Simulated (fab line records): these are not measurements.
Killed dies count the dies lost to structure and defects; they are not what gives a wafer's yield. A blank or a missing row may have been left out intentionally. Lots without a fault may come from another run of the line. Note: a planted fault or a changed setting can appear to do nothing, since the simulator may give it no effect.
Comparing a struck lot with a sound one | flow nand_harc | 14 steps out of a route of 1302
Sound: these wafers, L850.2, L850.3, L850.5. Struck: wafers L864.2, L864.4. (L864.5 of the same lot was not struck and is left out.) The cause comes at the end.
Each step with rows lists, per side, the tool, then ch with its chambers, then its first start. Under that, the readings that differ: sound wafers | struck wafers | difference of the means | sigmas: that difference in standard deviations of wafers without a fault.
alike: words and numbers the same on both sides, and readings whose means are apart by under 2 such deviations; not compared: readings that were withheld, readings missing a value for some wafer, numbers with overlapping values and no deviation given by the record, and bounds like >300 which may hide the same value.
The two part at a step that has a row with sigmas, a row that says differs or no value, or rows on one side only. Non-overlapping numbers with no deviation appear without sigmas and do not part them. Lack of a reading on every wafer of one side parts them only where that side has two or more wafers.

first, 4 steps without rows for these wafers: NHARC_A_M1_EBR_05; NHARC_A_M1_EXPOSE_06 (exposes mask A M1, target cd 120 nm); NHARC_A_M1_PEB_07 (peb time 65 s); NHARC_A_M1_DEVELOP_08 (develop time 35 s).
NHARC_A_M1_CD_MEAS_09: target cd 120 nm.
  sound on cd_sem-02 ch 0, day 24 00:28; struck on cd_sem-01 ch 0, day 29 07:49
  alike: cd_nm
NHARC_A_M1_OVL_MEAS_10: pitch 240 nm.
  sound: overlay-02 at day 24 00:34; struck: overlay-01 at day 29 07:54
  alike: overlay_x_nm, overlay_y_nm
NHARC_A_M1_INSPECT_11:
  sound: defect_inspect-02 at day 24 00:35; struck: defect_inspect-02 at day 29 07:56
  alike: raw_defect_count
NHARC_A_M1_DESCUM_14: chemistry O2, time 3 s.
  sound on rie_diel-04 ch 1,2, day 24 00:39; struck on rie_diel-04 ch 1,2, day 29 08:00
  alike: drypump_motor_current_A, oes_product_au, rf_vpp_V, showerhead_plenum_p_Torr, throttle_valve_pct
  not compared: rf_hours_counter_h
NHARC_A_M1_ETCH_35: etches the open film in N2/H2, target depth 40 nm, overetch 12 nm, time 43.94 s.
  sound on rie_diel-04 ch 0,1,2, day 24 00:44; struck on rie_diel-04 ch 2,3, day 29 08:05
  alike: drypump_motor_current_A, h2_flow_sccm, oes_product_au, rf_vpp_V, run_length_s, showerhead_plenum_p_Torr, throttle_valve_pct
  not compared: rf_hours_counter_h
NHARC_A_M1_ETCH_15: etches the open film in C4F8/Ar, target depth 182.5 nm, time 91.2 s.
  sound on rie_diel-04 ch 1,2; struck on rie_diel-04 ch 2,3
  alike: oes_product_au, rf_vpp_V, run_length_s
  not compared: rf_hours_counter_h
NHARC_A_M1_CD_MEAS_16:
  sound: cd_sem-02 at day 24 00:58; struck: cd_sem-01 at day 29 08:21
  alike: cd_nm
NHARC_A_M1_STRIP_18: strips in N2/H2.
  sound on rie_diel-09 ch 1,2, day 24 01:02; struck on rie_diel-04 ch 2,3, day 29 08:25
  alike: drypump_motor_current_A, h2_flow_sccm, oes_product_au, rf_vpp_V, showerhead_plenum_p_Torr, throttle_valve_pct
  not compared: rf_hours_counter_h
NHARC_A_M1_ETCH_28: etches the open film in CF4/N2, target depth 30 nm, time 72.99 s.
  sound on rie_diel-09 ch 1,3, day 24 01:16; struck on rie_diel-04 ch 0,2, day 29 08:40
  reading          | sound          | struck    | difference | sigmas
  run_length_s (s) | 94.4 94.9 94.1 | 73.2 72.3 | -21.7      | -54
  alike: drypump_motor_current_A, oes_product_au, rf_vpp_V, showerhead_plenum_p_Torr, throttle_valve_pct
  not compared: rf_hours_counter_h
then, 1 step without rows for these wafers: NHARC_A_M1_STRIP_19 (strips in post etch residue remover, time 600 s).

## WHERE THEY PART
Within this record, at NHARC_A_M1_ETCH_28 only.

WHY: what the simulator had put in
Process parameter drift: rie_diel-04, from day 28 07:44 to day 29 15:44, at NHARC_A_M1_ETCH_28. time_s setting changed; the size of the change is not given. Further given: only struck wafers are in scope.
